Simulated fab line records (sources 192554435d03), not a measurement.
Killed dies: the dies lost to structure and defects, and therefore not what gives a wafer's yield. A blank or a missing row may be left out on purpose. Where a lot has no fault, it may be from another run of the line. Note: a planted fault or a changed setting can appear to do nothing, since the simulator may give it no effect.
Matching of chambers -- flow n5_finfet -- rie_diel-02 running N5_BEOL_M9_DESCUM_33: 4 sister chambers
The step chemistry O2, time 7 s. 8 wafers are shown with their chamber, then 9 later ones without.

WAFERS WITH THEIR CHAMBER
wafer,chamber,throttle_valve_pct (%),drypump_motor_current_A (A)
L078.6,2,20.68,5.1
L081.5,2,20.70,5.2
L081.6,3,19.93,5.3
L082.3,3,19.94,5.3
L082.5,1,20.26,5.7
L085.1,1,20.24,5.8
L085.2,0,20.61,6.3
L085.6,0,20.61,6.2

WAFERS WITHOUT THEIR CHAMBER
wafer,throttle_valve_pct (%),drypump_motor_current_A (A)
L084.1,19.95,5.3
L084.3,20.70,5.2
L084.4,20.63,6.2
L086.1,19.95,5.4
L086.3,20.71,5.1
L086.5,20.69,5.1
L095.1,19.97,5.3
L095.3,20.64,6.3
L095.6,20.28,5.8

CHAMBER TAKEN BY EACH
wafer,from the rows above,in truth
L084.1,3,3
L084.3,2,2
L084.4,0,0
L086.1,3,3
L086.3,2,2
L086.5,2,2
L095.1,3,3
L095.3,0,0
L095.6,1,1
Correct placement for 9 of the 9. Number that these rows cannot place: 0. Placed wrongly: 0.
How it was worked out, from the rows above alone: a wafer's distance from a chamber is the root of the sum, over the readings, of the square of ((its reading less the chamber's mean) divided by the reading's scatter). The wafer belongs to the nearest chamber; if the next one is less than 2 further off, it can't be placed. A chamber's mean is the mean of its shown wafers. How the scatter is found: for the shown wafers, subtract from each reading the mean of its chamber, square and add these, divide the total by (wafers less chambers), then take the root.
